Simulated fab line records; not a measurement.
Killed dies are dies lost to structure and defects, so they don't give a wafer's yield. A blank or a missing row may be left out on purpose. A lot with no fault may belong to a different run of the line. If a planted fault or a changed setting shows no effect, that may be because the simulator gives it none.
fab line records | flow n5Finfet
record: lots: 11 wafers: 32 lastDay: 17
route steps=1938 shown BEOL_M13@1679 BEOL_M14@1716
lots that met no fault: from a run of the same line without faults
startH: the number of hours between the record's first day and the start of the first shown wafer of the lot | waitH: hours elapsed since this lot's preceding step | " unchanged from the row above | L1.1+2: a single row standing in for several wafers | - either no value or no given start | * or withheld: withheld | < > ~ a bound
route shown NAME@n: a module of which the file shows steps, and the number in the route of the first | usual: mean/standard deviation of fault-free wafers | same: alike in all rows | chamber/n: place in a boat | sites: per-site readings | _std_site: standard deviation of those values | _edge_site: outer sites' mean less inner sites' | radiusMm: how far each site lies from the wafer's centre | mask NAME#n: copy n | behind: the last tool/chamber to shape the wafer | hold: what put the lot on hold/how long, in hours/how the hold closed | device: transistor that didn't switch, given as n, p or np | end of line: tests run on the same wafers once the route is complete | a step without rows: its recipe alone | killed: not the wafer's yield, but the dies lost to structure and defects at the first sort | map: shows each die of a wafer: x if killed, . if not, _ if none is there
set.NAME: setting as actually run; set.NAME@STEP: the setting as run at that earlier step | model.NAME: the simulator's own value behind a step, which no gauge read
the route's steps for a sample of lots (tables are steps, rows are wafers)
services: a tool's chamber out of use, with start hour (startH, from the record's first day; less than 0 if before it), hours out, and reason
== steps ==
step: N5_BEOL_M13_CD_MEAS_17
recipe: targetCdNm: 190 polarity: opening
usual: cdNm: 191.2/2
columns lot.wafer tool chamber startH waitH cdNm
L781.3 cdSem-03 - 224.40 0.0 189.2
L781.4 " - " " 190.7
L781.5 " - " " 188.9
L782.1 cdSem-03 - 243.10 0.0 191.9
L782.2 " - " " 191.3
L782.3 " - " " 192.3
L789.2 cdSem-02 - 287.27 0.0 191.8
L789.3 " - " " 189.9
L796.2 cdSem-02 - 326.42 0.0 193.2
L796.5 " - " " 190.4
L796.6 " - " " 191.6
L798.1 cdSem-03 - 343.85 0.0 194.7
L798.3 " - " " 191.8
L798.5 " - " " 192.6
L799.2 cdSem-01 - 344.24 0.0 193.2
L799.4 " - " " 190.3
L799.5 " - " " 188.9
L801.2 cdSem-03 - 351.78 0.0 190.0
L801.4 " - " " 194.5
L801.6 " - " " 190.2
L800.3 cdSem-02 - 352.20 0.0 191.0
L800.5 " - " " 192.4
L800.6 " - " " 192.4
L802.1 cdSem-03 - 361.94 0.0 187.9
L802.2 " - " " 190.8
L802.4 " - " " 189.5
L803.1 cdSem-01 - 372.01 0.0 190.4
L803.5 " - " " 190.9
L803.6 " - " " 192.0
L804.2 cdSem-02 - 372.38 0.0 191.4
L804.5 " - " " 187.9
L804.6 " - " " 189.1
step: N5_BEOL_M13_OVL_MEAS_29
recipe: pointsPerWafer: 44
usual: M13_OVL: 0/5.6
columns lot.wafer tool chamber startH waitH M13_OVL[nm]
L781.3 overlay-02 0 224.88 0.0 -1
L781.4 " 0 " " 6
L781.5 " 0 " " 4
L782.1 overlay-02 0 243.46 0.0 10
L782.2 " 0 " " -9
L782.3 " 0 " " 3
L789.2 overlay-01 0 287.75 0.0 -2
L789.3 " 0 " " -2
L796.2 overlay-02 0 326.90 0.0 0
L796.5 " 0 " " 5
L796.6 " 0 " " -8
L798.1 overlay-01 0 344.21 0.0 -3
L798.3 " 0 " " -1
L798.5 " 0 " " -2
L799.2 overlay-01 0 344.60 0.0 -5
L799.4 " 0 " " 5
L799.5 " 0 " " -6
L801.2 overlay-01 0 352.14 0.0 -1
L801.4 " 0 " " 2
L801.6 " 0 " " 7
L800.3 overlay-02 0 352.68 0.0 -8
L800.5 " 0 " " -1
L800.6 " 0 " " -5
L802.1 overlay-01 0 362.29 0.0 -6
L802.2 " 0 " " 6
L802.4 " 0 " " -3
L803.1 overlay-02 0 372.37 0.0 -2
L803.5 " 0 " " 8
L803.6 " 0 " " 8
L804.2 overlay-02 0 372.86 0.0 -3
L804.5 " 0 " " 1
L804.6 " 0 " " -12
step: N5_BEOL_M13_SPUTTER_45
recipe: material: Cu targetThkA: 800 tempC: -20 biasV: 60 powerW: 26000 chamberPressurePa: 0.13 timeS: 13.33
usual: cathodeDcPowerW: 25999/4.3 chuckGasFlowSccm: 1.27/0.049 throttleValvePct: 29.7/0.73
same: timeS: 13.33
columns lot.wafer tool chamber startH waitH cathodeDcPowerW chuckGasFlowSccm throttleValvePct
L781.3 pvdSputter-03 - 228.68 0.0 26000 1.32 31.3
L781.4 " - " " 25996 1.26 29.4
L781.5 " - " " 25993 1.29 30.4
L782.1 pvdSputter-03 - 247.34 0.0 26004 1.32 31.0
L782.2 " - " " 26004 1.26 30.4
L782.3 " - " " 26003 1.31 29.4
L789.2 pvdSputter-01 - 290.99 0.0 25995 1.21 29.8
L789.3 " - " " 25996 1.20 29.1
L796.2 pvdSputter-02 - 330.66 0.0 25999 1.27 30.5
L796.5 " - " " 25994 1.21 29.6
L796.6 " - " " 26002 1.23 29.8
L798.1 pvdSputter-01 - 345.89 0.0 25993 1.29 28.7
L798.3 " - " " 26003 1.40 29.1
L798.5 " - " " 25987 1.33 29.5
L799.2 pvdSputter-02 - 346.97 0.0 26000 1.26 29.6
L799.4 " - " " 25999 1.23 30.5
L799.5 " - " " 25993 1.30 28.8
L801.2 pvdSputter-01 - 353.96 0.0 26005 1.26 28.7
L801.4 " - " " 26000 1.21 29.7
L801.6 " - " " 26002 1.23 28.9
L800.3 pvdSputter-02 - 355.27 0.0 26004 1.27 29.8
L800.5 " - " " 26004 1.29 30.5
L800.6 " - " " 25997 1.20 29.5
L802.1 pvdSputter-02 - 363.63 0.0 26001 1.35 30.5
L802.2 " - " " 25993 1.34 28.4
L802.4 " - " " 25996 1.24 29.9
L803.1 pvdSputter-03 - 377.27 0.0 25999 1.30 30.5
L803.5 " - " " 25998 1.25 29.5
L803.6 " - " " 25997 1.18 30.3
L804.2 pvdSputter-03 - 377.71 0.0 26008 1.28 29.4
L804.5 " - " " 25998 1.26 31.2
L804.6 " - " " 26000 1.28 30.3
step: N5_BEOL_M14_ILD_DEP_00
recipe: material: SiO2 targetThkA: 11193 tempC: 400 precursor: TEOS/O2 pressureTorr: 6.5 rfW: 900 teosFlowSccm: 161.4 gas: O2 flowSccm: 2650 timeS: 237.4
usual: chamberPressureTorr: 6.500/0.015 heaterPowerW: 554/95 runLengthS: 280.2/0.56 showerheadPlenumPTorr: 8.375/0.029 throttleValvePct: 19.0/0.95
columns lot.wafer tool chamber startH waitH chamberPressureTorr heaterPowerW runLengthS showerheadPlenumPTorr throttleValvePct
L781.3 pecvd-04 2 229.87 0.0 6.503 581 279.8 8.365 17.7
L781.4 " 2 " " 6.513 621 279.6 8.364 17.4
L781.5 " 0 " " 6.517 571 279.9 8.335 18.8
L782.1 pecvd-01 2 249.27 0.0 6.487 444 280.3 8.386 19.7
L782.2 " 1 " " 6.499 460 280.2 8.396 18.7
L782.3 " 0 " " 6.482 682 279.7 8.451 20.2
L789.2 pecvd-01 1 292.05 0.0 6.476 570 294.7 8.373 18.7
L789.3 " 2 " " 6.514 405 295.0 8.380 19.6
L796.2 pecvd-03 2 331.73 0.0 6.496 531 279.5 8.332 17.6
L796.5 " 0 " " 6.510 655 281.1 8.348 19.0
L796.6 " 2 " " 6.481 403 279.4 8.337 17.5
L798.1 pecvd-03 1 347.00 0.0 6.515 513 281.2 8.345 20.3
L798.3 " 0 " " 6.496 535 280.5 8.344 18.9
L798.5 " 0 " " 6.492 633 280.8 8.335 19.0
L799.2 pecvd-04 0 348.03 0.0 6.512 624 280.0 8.386 18.5
L799.4 " 2 " " 6.494 496 279.6 8.384 18.1
L799.5 " 0 " " 6.522 689 279.8 8.351 18.6
L801.2 pecvd-03 0 355.28 0.0 6.519 549 280.8 8.344 18.9
L801.4 " 2 " " 6.477 402 279.7 8.322 17.5
L801.6 " 0 " " 6.505 641 281.3 8.344 19.0
L800.3 pecvd-03 0 356.41 0.1 6.496 622 280.6 8.367 18.8
L800.5 " 0 " " 6.525 670 280.9 8.354 18.7
L800.6 " 2 " " 6.518 398 280.3 8.332 17.8
L802.1 pecvd-01 0 364.71 0.0 6.532 663 279.5 8.448 20.4
L802.2 " 1 " " 6.504 501 280.7 8.397 18.7
L802.4 " 0 " " 6.507 716 279.9 8.434 20.5
L803.1 pecvd-04 1 378.33 0.0 6.491 472 280.6 8.389 19.5
L803.5 " 1 " " 6.471 525 280.5 8.391 19.6
L803.6 " 2 " " 6.493 644 279.2 8.396 18.0
L804.2 pecvd-04 2 378.80 0.0 6.477 574 279.2 8.380 17.9
L804.5 " 0 " " 6.497 561 280.0 8.381 18.5
L804.6 " 1 " " 6.476 501 281.1 8.359 19.5
step: N5_BEOL_M14_THK_MEAS_01
recipe: reads: SiO2_of_BEOL_M14_ILD_DEP_00
usual: M14_ILD_THK: 1112/17
columns lot.wafer tool chamber startH waitH M14_ILD_THK[nm]
L781.3 filmMetro-01 - 230.06 0.1 1112
L781.4 " - " " 1116
L781.5 " - " " 1127
L782.1 filmMetro-02 - 249.45 0.1 1101
L782.2 " - " " 1106
L782.3 " - " " 1129
L789.2 filmMetro-02 - 292.24 0.1 1149
L789.3 " - " " 1162
L796.2 filmMetro-01 - 331.92 0.1 1113
L796.5 " - " " 1144
L796.6 " - " " 1131
L798.1 filmMetro-01 - 347.27 0.2 1103
L798.3 " - " " 1129
L798.5 " - " " 1120
L799.2 filmMetro-01 - 348.22 0.1 1114
L799.4 " - " " 1135
L799.5 " - " " 1137
L801.2 filmMetro-01 - 355.47 0.1 1099
L801.4 " - " " 1117
L801.6 " - " " 1112
L800.3 filmMetro-01 - 356.60 0.1 1109
L800.5 " - " " 1112
L800.6 " - " " 1101
L802.1 filmMetro-01 - 364.90 0.1 1104
L802.2 " - " " 1088
L802.4 " - " " 1121
L803.1 filmMetro-01 - 378.52 0.1 1101
L803.5 " - " " 1113
L803.6 " - " " 1141
L804.2 filmMetro-01 - 378.99 0.1 1124
L804.5 " - " " 1139
L804.6 " - " " 1123
== services ==
columns tool chamber startH hours kind
pecvd-01 0 225.32 5.5 scheduledDown
pecvd-03 - 262.39 14.6 pm
pecvd-01 - 271.15 6.0 pm
pecvd-03 1 281.75 5.5 scheduledDown
pecvd-03 0 282.40 9.6 repair
pecvd-04 - 307.90 2.5 repair
pecvd-03 2 311.14 10.7 repair
pecvd-03 2 345.59 2.1 scheduledDown
pecvd-03 1 355.53 5.0 scheduledDown
pecvd-03 2 363.41 5.5 scheduledDown
pvdSputter-01 - 366.77 2.1 repair
pecvd-01 0 376.50 2.1 repair
== key ==
firstSign: step: N5_BEOL_M14_ILD_DEP_00 reading: runLengthS direction: up sigmas: 26 usual: * struck: *
effect: step: N5_BEOL_M14_THK_MEAS_01 reading: M14_ILD_THK direction: up sigmas: 2.6 usual: 1112 struck: 1155
metAt N5_BEOL_M14_ILD_DEP_00
struckLots L789
struckWafers L789.2,L789.3
notActingAt N5_BEOL_M13_CD_MEAS_17,N5_BEOL_M13_OVL_MEAS_29,N5_BEOL_M13_SPUTTER_45
onsetBetween 249.27 292.05
fault: kind: processParameterDrift tool: pecvd-01 chamber: - onsetH: 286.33 steps: N5_BEOL_M14_ILD_DEP_00 channel: timeS offset: * shape: step endH: 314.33 scope: struckWafersOnly actsIn: * stated: *
